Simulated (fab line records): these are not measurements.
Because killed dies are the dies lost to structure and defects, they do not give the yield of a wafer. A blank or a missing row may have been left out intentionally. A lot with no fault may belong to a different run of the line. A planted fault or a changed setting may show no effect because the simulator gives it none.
fab line records	flow n5Finfet
record lots=7	wafers=39
route steps=1938 shown BEOL_M9@1446 BEOL_M11@1575 BEOL_M15@1827 TV_OPEN@1890
startH: hours from the record's opening day to when the first of the lot's shown wafers began	waitH: time in hours since the lot's previous step	" repeats the value in the row above	L1.1+2: one row covering several wafers at once	- no value, or no start given	* or withheld: withheld	< > ~ a bound
route shown NAME@n: a module of which the file shows steps, and the number in the route of the first	usual: mean/standard deviation of fault-free wafers	same: alike in all rows	chamber/n: place in a boat	sites: each site's reading	_std_site: standard deviation across them	_edge_site: mean of outer sites minus mean of inner sites	radiusMm: how far each site lies from the wafer's centre	mask NAME#n: copy n	behind: the last tool/chamber to shape the wafer	hold: cause of the lot's hold/its duration in hours/its outcome	device: transistor that didn't switch, given as n, p or np	end of line: the route-end tests of the same wafers	a step given without rows: its recipe and nothing more	killed: dies that structure and defects cost at the first sort, which is not the same as the wafer's yield	map: dies across one wafer; x = killed, . = not, _ = none there
set.NAME: setting as actually run; set.NAME@STEP: the setting as run at that earlier step	model.NAME: the simulator's own value behind a step, which no gauge read
one table per step and one row per wafer, for lots whose settings were changed on purpose
## steps
# step N5_BEOL_M9_TRENCH_ETCH_37
# recipe chemistry=C4F6/O2	targetDepthA=1514.3	target=SiCOH_lowk	timeS=49	ionEnergyEv=250	pressureMtorr=30	sourceW=345	biasW=185	Ar_flow_sccm=300	C4F6_flow_sccm=10	O2_flow_sccm=10
lot.wafer	tool	chamber	startH	waitH	set.targetDepthA	model.BEOL_M9.featureDepthNm	model.etch.depthNm	model.TiN_of_BEOL_M9_HM_DEP_02.thkNm
L075.1	rieDiel-05	3	-	-	1088	106.2	106.3	17.4
L075.2	"	2	"	"	1088	108.6	108.7	17.2
L075.3	"	1	"	"	1514.3	153.4	153.5	15.8
L075.4	"	0	"	"	1514.3	152.4	152.4	16
L075.5	"	1	"	"	1514.3	153.8	153.7	16
L075.6	"	2	"	"	1088	109.4	109.5	17
L076.2	rieDiel-01	1	-	-	1514.3	147.4	147.4	16
L076.5	"	0	"	"	1514.3	148.2	148.2	15.8
L076.6	"	3	"	"	1514.3	149.8	149.7	15.8
L085.1+5	rieDiel-06	0	-	-	1514.3	147	147	16.4
L085.2	"	2	"	"	1792	174.6	174.6	15.2
L085.3	"	1	"	"	1792	175.8	175.8	15.6
L085.4	"	3	"	"	1792	181.2	181.3	15.4
L085.6	"	3	"	"	1514.3	152.6	152.6	16.2
L086.1	rieDiel-01	3	-	-	1093	108.4	108.4	17.2
L086.2	"	1	"	"	1514.3	156.8	156.8	16
L086.3	"	0	"	"	1093	108	108	17.2
L086.4	"	2	"	"	1514.3	153	153	15.8
L086.5	"	1	"	"	1514.3	157.2	157.1	15.8
L086.6	"	0	"	"	1093	108	107.9	17.2
L089.1	rieDiel-01	0	-	-	1514.3	147.2	147.2	16
L089.2	"	3	"	"	1954	192.8	192.8	14.6
L089.3	"	1	"	"	1514.3	153	152.9	15.6
L089.4	"	2	"	"	1954	196.6	196.6	14.6
L089.5	"	1	"	"	1514.3	153.4	153.3	15.8
L089.6	"	2	"	"	1954	191.8	191.8	14.8
L090.1	rieDiel-05	2	-	-	1514.3	150.8	150.8	16.2
L090.2	"	1	"	"	1514.3	152.8	152.8	16
L090.3	"	0	"	"	792.2	79.8	79.73	18.2
L090.4	"	1	"	"	792.2	79.2	79.14	18
L090.5	"	0	"	"	792.2	78.8	78.87	18
L090.6	"	2	"	"	1514.3	149.6	149.6	16.2
L096.1	rieDiel-01	0	-	-	737.5	72.2	72.21	18.4
L096.2	"	2	"	"	1514.3	152.8	152.8	16.2
L096.3	"	1	"	"	1514.3	156.2	156.1	16
L096.4	"	0	"	"	1514.3	148	148	16.2
L096.5	"	1	"	"	737.5	75.6	75.61	18.2
L096.6	"	2	"	"	737.5	74.2	74.12	18.4
# step N5_BEOL_M9_ETCH_41
# recipe chemistry=CH3F/O2	target=SiCN	targetDepthA=366	taperDeg=2	timeS=70.1	ionEnergyEv=120	maskMaterial=TiN	pressureMtorr=30	sourceW=395	biasW=75	Ar_flow_sccm=150	CH3F_flow_sccm=30	O2_flow_sccm=20
# step N5_BEOL_M9_STRIP_80
# recipe chemistry=N2/H2	timeS=10	powerW=450	tempC=40	pressureMtorr=20	rfFrequencyHz=6e+07	biasPowerW=7	n2FlowSccm=200	h2FlowSccm=200
# step N5_BEOL_M9_OCD_MEAS_38
# usual trenchDepthNm=150.4/2.9
lot.wafer	tool	chamber	startH	waitH	set.targetDepthA@BEOL_M9_TRENCH_ETCH_37	trenchDepthNm
L075.1	ocd-01	-	213.85	-	1088	106.3
L075.2	"	-	"	"	1088	108.3
L075.3	"	-	"	"	1514.3	153.9
L075.4	"	-	"	"	1514.3	152.2
L075.5	"	-	"	"	1514.3	153.9
L075.6	"	-	"	"	1088	109.9
L076.2	ocd-02	-	225.27	-	1514.3	147.7
L076.5	"	-	"	"	1514.3	147.8
L076.6	"	-	"	"	1514.3	149.5
L085.1	ocd-01	-	284.86	-	1514.3	147.1
L085.2	"	-	"	"	1792	174.8
L085.3	"	-	"	"	1792	176.0
L085.4	"	-	"	"	1792	181.1
L085.5	"	-	"	"	1514.3	146.7
L085.6	"	-	"	"	1514.3	152.1
L086.1	ocd-02	-	284.90	-	1093	108.2
L086.2	"	-	"	"	1514.3	156.8
L086.3	"	-	"	"	1093	107.7
L086.4	"	-	"	"	1514.3	153.0
L086.5	"	-	"	"	1514.3	157.6
L086.6	"	-	"	"	1093	108.3
L089.1	ocd-02	-	306.58	-	1514.3	147.7
L089.2	"	-	"	"	1954	192.8
L089.3	"	-	"	"	1514.3	152.9
L089.4	"	-	"	"	1954	196.5
L089.5	"	-	"	"	1514.3	153.1
L089.6	"	-	"	"	1954	191.6
L090.1	ocd-01	-	307.97	-	1514.3	150.8
L090.2	"	-	"	"	1514.3	152.8
L090.3	"	-	"	"	792.2	79.5
L090.4	"	-	"	"	792.2	79.1
L090.5	"	-	"	"	792.2	79.3
L090.6	"	-	"	"	1514.3	149.5
L096.1	ocd-02	-	346.78	-	737.5	72.4
L096.2	"	-	"	"	1514.3	152.8
L096.3	"	-	"	"	1514.3	156.3
L096.4	"	-	"	"	1514.3	148.0
L096.5	"	-	"	"	737.5	75.4
L096.6	"	-	"	"	737.5	74.0
# step N5_BEOL_M9_HM_STRIP_39
# recipe chemistry=peroxideTinStrip	material=TiN	targetDepthA=250	tempC=50	timeS=158
# step N5_BEOL_M9_SRD_40
# recipe timeS=30	tempC=23	rinseLiquid=diw	dry=ipaMarangoni
# step N5_BEOL_M9_ECD_50
# recipe material=Cu	targetThkA=3180
# step N5_BEOL_M9_ANNEAL_51
# recipe tempC=225	timeS=90	ambient=N2
# step N5_BEOL_M9_CMP_52
# recipe stopOn=SiCOH_lowk	tOverpolishS=7	downForcePsi=1	platenRpm=50	clearingPlatenDownForcePsi=1.5	clearingPlatenRpm=50	postCmpClean=cuAlkaline	targetThkNm=140	clearingPlatenPadVelocityMS=0.99484	padVelocityMS=0.99484
lot.wafer	tool	chamber	startH	waitH	set.targetDepthA@BEOL_M9_TRENCH_ETCH_37	model.Cu_of_BEOL_M9_ECD_50.thkNm
L075.4	cmp-02	0	218.41	0.3	1514.3	140.2
L075.2	"	1	"	"	1088	98.2
L075.1	"	2	"	"	1088	95.2
L075.3	"	3	"	"	1514.3	141.4
L075.5	"	0	"	"	1514.3	141.8
L075.6	"	1	"	"	1088	99.2
L076.2	cmp-01	1	227.62	0.2	1514.3	135.8
L076.5	"	0	"	"	1514.3	136.4
L076.6	"	1	"	"	1514.3	138.6
L086.3+1	cmp-04	1,0	286.72	0.2	1093	96.2
L086.4	"	2	"	"	1514.3	141.8
L086.2	"	3	"	"	1514.3	144.4
L086.6	"	1	"	"	1093	95.6
L086.5	"	2	"	"	1514.3	145.4
L085.3	cmp-04	3	287.23	0.3	1792	164.2
L085.1+5	"	0,3	"	"	1514.3	135.6
L085.2	"	1	"	"	1792	163
L085.4	"	2	"	"	1792	169.6
L085.6	"	0	"	"	1514.3	140.8
L089.3	cmp-04	0	310.06	0.2	1514.3	141.6
L089.1	"	1	"	"	1514.3	135.2
L089.2	"	2	"	"	1954	182
L089.4	"	3	"	"	1954	184.2
L089.6	"	0	"	"	1954	180.2
L089.5	"	1	"	"	1514.3	141.8
L090.3	cmp-04	0	310.60	0.2	792.2	66
L090.2	"	1	"	"	1514.3	140.4
L090.4	"	2	"	"	792.2	67.4
L090.1	"	3	"	"	1514.3	137.8
L090.5	"	0	"	"	792.2	66.8
L090.6	"	1	"	"	1514.3	135.8
L096.2	cmp-02	0	349.18	0.2	1514.3	139.2
L096.3	"	1	"	"	1514.3	144.4
L096.1	"	2	"	"	737.5	60.4
L096.4	"	3	"	"	1514.3	134.8
L096.5	"	0	"	"	737.5	62.6
L096.6	"	1	"	"	737.5	62
# step N5_BEOL_M9_THK_MEAS_53
# recipe thkMeasGauge=xrf	reads=Cu_of_BEOL_M9_ECD_50
# usual M9_THK=136/3.1
lot.wafer	tool	chamber	startH	waitH	set.targetDepthA@BEOL_M9_TRENCH_ETCH_37	M9_THK[nm]
L075.1	filmMetro-02	-	218.71	-	1088	93
L075.2	"	-	"	"	1088	96
L075.3	"	-	"	"	1514.3	139
L075.4	"	-	"	"	1514.3	136
L075.5	"	-	"	"	1514.3	139
L075.6	"	-	"	"	1088	97
L076.2	filmMetro-01	-	227.88	-	1514.3	133
L076.5	"	-	"	"	1514.3	133
L076.6	"	-	"	"	1514.3	136
L086.1	filmMetro-01	-	287.02	-	1093	94
L086.2	"	-	"	"	1514.3	142
L086.3	"	-	"	"	1093	95
L086.4	"	-	"	"	1514.3	140
L086.5	"	-	"	"	1514.3	144
L086.6	"	-	"	"	1093	94
L085.1	filmMetro-01	-	287.53	-	1514.3	133
L085.2	"	-	"	"	1792	160
L085.3	"	-	"	"	1792	160
L085.4	"	-	"	"	1792	167
L085.5	"	-	"	"	1514.3	133
L085.6	"	-	"	"	1514.3	138
L089.1	filmMetro-02	-	310.35	-	1514.3	133
L089.2	"	-	"	"	1954	178
L089.3	"	-	"	"	1514.3	139
L089.4	"	-	"	"	1954	181
L089.5	"	-	"	"	1514.3	139
L089.6	"	-	"	"	1954	175
L090.1	filmMetro-01	-	310.89	-	1514.3	135
L090.2	"	-	"	"	1514.3	137
L090.3	"	-	"	"	792.2	65
L090.4	"	-	"	"	792.2	66
L090.5	"	-	"	"	792.2	66
L090.6	"	-	"	"	1514.3	133
L096.1	filmMetro-02	-	349.47	-	737.5	59
L096.2	"	-	"	"	1514.3	136
L096.3	"	-	"	"	1514.3	141
L096.4	"	-	"	"	1514.3	132
L096.5	"	-	"	"	737.5	61
L096.6	"	-	"	"	737.5	61
# step N5_BEOL_M9_PRE_CLEAN_55
# recipe gas=NH3	timeS=15	tempC=withheld	rfPowerW=300
# step N5_BEOL_M9_DEP_56
# recipe material=SiCN	targetThkA=150	tempC=withheld	precursor=3MS/NH3	pressureTorr=3	rfW=202	timeS=26.5
# step N5_BEOL_M9_RS_MEAS_57
# recipe thkMeasGauge=four-point-probe	reads=Cu_of_BEOL_M9_ECD_50+Co_of_BEOL_M9_CVD_78+TaN_of_BEOL_M9_ALD_74
# usual M9_RS=0.153/0.0036
lot.wafer	tool	chamber	startH	waitH	set.targetDepthA@BEOL_M9_TRENCH_ETCH_37	M9_RS[ohm/sq]
L075.1	filmMetro-01	-	218.84	0.1	1088	0.233
L075.2	"	-	"	"	1088	0.226
L075.3	"	-	"	"	1514.3	0.149
L075.4	"	-	"	"	1514.3	0.151
L075.5	"	-	"	"	1514.3	0.149
L075.6	"	-	"	"	1088	0.223
L076.2	filmMetro-02	-	228.05	0.1	1514.3	0.156
L076.5	"	-	"	"	1514.3	0.155
L076.6	"	-	"	"	1514.3	0.152
L086.1	filmMetro-01	-	287.15	0.1	1093	0.231
L086.2	"	-	"	"	1514.3	0.146
L086.3	"	-	"	"	1093	0.230
L086.4	"	-	"	"	1514.3	0.149
L086.5	"	-	"	"	1514.3	0.145
L086.6	"	-	"	"	1093	0.232
L085.1	filmMetro-01	-	287.67	0.1	1514.3	0.156
L085.2	"	-	"	"	1792	0.128
L085.3	"	-	"	"	1792	0.127
L085.4	"	-	"	"	1792	0.122
L085.5	"	-	"	"	1514.3	0.157
L085.6	"	-	"	"	1514.3	0.150
L089.1	filmMetro-02	-	310.49	0.1	1514.3	0.157
L089.2	"	-	"	"	1954	0.113
L089.3	"	-	"	"	1514.3	0.149
L089.4	"	-	"	"	1954	0.112
L089.5	"	-	"	"	1514.3	0.148
L089.6	"	-	"	"	1954	0.115
L090.1	filmMetro-01	-	311.03	0.1	1514.3	0.154
L090.2	"	-	"	"	1514.3	0.151
L090.3	"	-	"	"	792.2	0.358
L090.4	"	-	"	"	792.2	0.351
L090.5	"	-	"	"	792.2	0.354
L090.6	"	-	"	"	1514.3	0.156
L096.1	filmMetro-02	-	349.64	0.1	737.5	0.398
L096.2	"	-	"	"	1514.3	0.152
L096.3	"	-	"	"	1514.3	0.146
L096.4	"	-	"	"	1514.3	0.157
L096.5	"	-	"	"	737.5	0.383
L096.6	"	-	"	"	737.5	0.385
# step N5_BEOL_M11_VIA_ETCH_34
# recipe chemistry=C4F6/O2	target=SiCOH_lowk	targetDepthA=1845	maskMaterial=SOC	taperDeg=4	timeS=69.2	ionEnergyEv=250	pressureMtorr=30	sourceW=345	biasW=185	Ar_flow_sccm=300	C4F6_flow_sccm=10	O2_flow_sccm=10
lot.wafer	tool	chamber	startH	waitH	set.targetDepthA	model.etch.depthNm	model.SOC_of_BEOL_M11_COAT_63.thkNm
L075.1	rieDiel-06	1	232.04	0.0	1386	134.9	94.4
L075.2	"	2	"	"	1845	178.6	92.6
L075.3	"	0	"	"	1386	132.1	94.8
L075.4	"	3	"	"	1845	186.4	92.6
L075.5	"	0	"	"	1386	133.2	94.4
L075.6	"	3	"	"	1845	187.9	92.2
L076.2	rieDiel-05	1	238.73	0.0	1845	187.1	92
L076.5	"	3	"	"	1845	181.3	92
L076.6	"	0	"	"	1845	186.8	91.8
L086.1	rieDiel-01	1	299.24	0.0	1845	191.3	91.8
L086.2	"	0	"	"	1845	183.8	92
L086.3	"	2	"	"	2693	274.3	88.2
L086.4	"	3	"	"	2693	270.2	88.2
L086.5	"	3	"	"	1845	185.5	92.2
L086.6	"	0	"	"	2693	266.2	88.2
L085.1	rieDiel-06	2	299.49	0.0	1845	182.4	92.6
L085.2	"	3	"	"	1845	187.3	92.8
L085.3	"	0	"	"	1845	178.2	92.6
L085.4	"	1	"	"	1845	181.6	92.4
L085.5	"	2	"	"	1845	180.1	92.6
L085.6	"	1	"	"	1845	182.3	92.6
L089.1	rieDiel-06	1	319.57	0.0	2240	219.1	90.6
L089.2	"	3	"	"	1845	188.3	92
L089.3	"	0	"	"	1845	177.7	92.6
L089.4	"	2	"	"	2240	219.9	90.6
L089.5	"	1	"	"	2240	219.4	90.8
L089.6	"	0	"	"	1845	178.3	92.4
L090.1	rieDiel-05	0	319.87	0.0	1845	184.8	91.8
L090.2	"	2	"	"	1845	185.3	92.2
L090.3	"	3	"	"	1845	189.5	92
L090.4	"	1	"	"	1845	185.8	92.2
L090.5	"	1	"	"	1845	187.5	92.2
L090.6	"	0	"	"	1845	186.8	92.2
L096.1	rieDiel-01	2	365.01	0.0	1845	183.2	92
L096.2	"	0	"	"	1845	177.7	92.2
L096.3	"	1	"	"	1845	184.8	92
L096.4	"	3	"	"	1845	188.5	91.8
L096.5	"	2	"	"	1845	182.6	92
L096.6	"	1	"	"	1845	186.5	91.6
# step N5_BEOL_M15_DEP_53
# recipe material=SiCN	targetThkA=500	tempC=withheld	precursor=3MS/NH3	pressureTorr=3	rfW=675	timeS=17.8
lot.wafer	tool	chamber	startH	waitH	set.timeS	model.SiCN_of_BEOL_M15_DEP_53.thkNm
L075.1	pecvd-03	2	264.38	0.0	17.8	50
L075.2	"	0	"	"	17.8	49.6
L075.3	"	1	"	"	17.8	48.6
L075.4+6	"	2,0	"	"	13.06	37.4
L075.5	"	1	"	"	13.06	36.8
L076.2	pecvd-03	2	264.92	0.0	17.8	49
L076.5	"	2	"	"	17.8	50.4
L076.6	"	0	"	"	17.8	50
L086.1	pecvd-04	0	322.87	0.0	27.81	75.8
L086.2+5	"	1	"	"	17.8	49.4
L086.3	"	2	"	"	17.8	48.8
L086.4	"	2	"	"	27.81	76.4
L086.6	"	0	"	"	27.81	77.6
L085.1	pecvd-03	1	326.29	0.0	17.8	49
L085.2+6	"	2,1	"	"	13.41	36.8
L085.3	"	0	"	"	17.8	49.2
L085.4	"	0	"	"	13.41	38
L085.5	"	2	"	"	17.8	50
L089.1+2+3	pecvd-02	0,1,2	349.37	0.0	17.8	49.8
L089.4	"	0	"	"	17.8	50.4
L089.5	"	2	"	"	17.8	50.6
L089.6	"	1	"	"	17.8	51.6
L090.1	pecvd-04	0	353.93	0.0	25.72	70.6
L090.2	"	2	"	"	17.8	49
L090.3	"	2	"	"	17.8	50
L090.4	"	0	"	"	25.72	71
L090.5	"	0	"	"	17.8	50.2
L090.6	"	2	"	"	25.72	71.4
L096.1	pecvd-03	1	394.71	0.0	14.87	40.6
L096.2	"	0	"	"	17.8	49.8
L096.3	"	2	"	"	14.87	41.6
L096.4	"	1	"	"	17.8	49.6
L096.5	"	2	"	"	14.87	41.8
L096.6	"	0	"	"	17.8	50.8
# step N5_PASSIVATION_ETCH_15
# recipe chemistry=CF4/N2	target=SiCN	targetDepthA=750	taperDeg=2	timeS=81.2	ionEnergyEv=150	maskMaterial=SiNx	pressureMtorr=40	sourceW=430	biasW=70	Ar_flow_sccm=100	cf4FlowSccm=60	n2FlowSccm=60
lot.wafer	tool	chamber	startH	waitH	set.targetDepthA	model.etch.depthNm
L075.1	rieDiel-05	1	-	-	750	66.93
L075.2	"	0	"	"	750	66.09
L075.3	"	3	"	"	750	64.14
L075.4	"	2	"	"	750	65.19
L075.5	"	0	"	"	750	65.78
L075.6	"	1	"	"	750	67.48
L076.2	rieDiel-05	1	-	-	750	66.82
L076.5	"	0	"	"	750	66.25
L076.6	"	1	"	"	750	67.04
L086.1	rieDiel-01	0	-	-	750	63.27
L086.2	"	1	"	"	750	66.05
L086.3	"	2	"	"	750	65.68
L086.4	"	1	"	"	750	66.36
L086.5	"	2	"	"	750	65.55
L086.6	"	0	"	"	750	63.26
L085.1	rieDiel-05	1	-	-	1154	101.4
L085.2	"	2	"	"	1154	101.5
L085.3	"	0	"	"	750	66
L085.4	"	3	"	"	750	66.85
L085.5	"	3	"	"	750	66.69
L085.6	"	0	"	"	1154	101.1
L089.1	rieDiel-01	0	-	-	370	31.17
L089.2	"	2	"	"	370	31.94
L089.3	"	1	"	"	750	66.6
L089.4	"	3	"	"	370	32.94
L089.5	"	3	"	"	750	67.26
L089.6	"	2	"	"	750	64.75
L090.1	rieDiel-06	1	-	-	750	62.86
L090.2	"	3	"	"	750	65.59
L090.3	"	2	"	"	750	63.68
L090.4	"	1	"	"	464.4	38.8
L090.5	"	3	"	"	464.4	41.03
L090.6	"	2	"	"	464.4	39.6
L096.1	rieDiel-06	3	-	-	750	65.67
L096.2	"	1	"	"	750	61.54
L096.3	"	0	"	"	750	61.8
L096.4	"	3	"	"	750	65.41
L096.5	"	0	"	"	750	61.97
L096.6	"	1	"	"	750	61.62
## key
split step=N5_BEOL_M9_TRENCH_ETCH_37	setting=targetDepthA	stated=1514.3	by=wafer
response step=N5_BEOL_M9_TRENCH_ETCH_37	reading=model.BEOL_M9.featureDepthNm	change=+1.54	per=1%	r=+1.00
response step=N5_BEOL_M9_TRENCH_ETCH_37	reading=model.etch.depthNm	change=+1.54	per=1%	r=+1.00
response step=N5_BEOL_M9_TRENCH_ETCH_37	reading=model.TiN_of_BEOL_M9_HM_DEP_02.thkNm	change=-0.0428	per=1%	r=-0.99
response step=N5_BEOL_M9_OCD_MEAS_38	reading=trenchDepthNm	change=+1.54	per=1%	r=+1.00
response step=N5_BEOL_M9_CMP_52	reading=model.Cu_of_BEOL_M9_ECD_50.thkNm	change=+1.53	per=1%	r=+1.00
response step=N5_BEOL_M9_THK_MEAS_53	reading=M9_THK	change=+1.5	per=1%	r=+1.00
response step=N5_BEOL_M9_RS_MEAS_57	reading=M9_RS	change=-0.00365	per=1%	r=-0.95
split step=N5_BEOL_M11_VIA_ETCH_34	setting=targetDepthA	stated=1845	by=wafer
response step=N5_BEOL_M11_VIA_ETCH_34	reading=model.etch.depthNm	change=+1.85	per=1%	r=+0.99
response step=N5_BEOL_M11_VIA_ETCH_34	reading=model.SOC_of_BEOL_M11_COAT_63.thkNm	change=-0.0821	per=1%	r=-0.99
split step=N5_BEOL_M15_DEP_53	setting=timeS	stated=17.8	by=wafer
response step=N5_BEOL_M15_DEP_53	reading=model.SiCN_of_BEOL_M15_DEP_53.thkNm	change=+0.484	per=1%	r=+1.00
split step=N5_PASSIVATION_ETCH_15	setting=targetDepthA	stated=750	by=wafer
response step=N5_PASSIVATION_ETCH_15	reading=model.etch.depthNm	change=+0.655	per=1%	r=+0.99
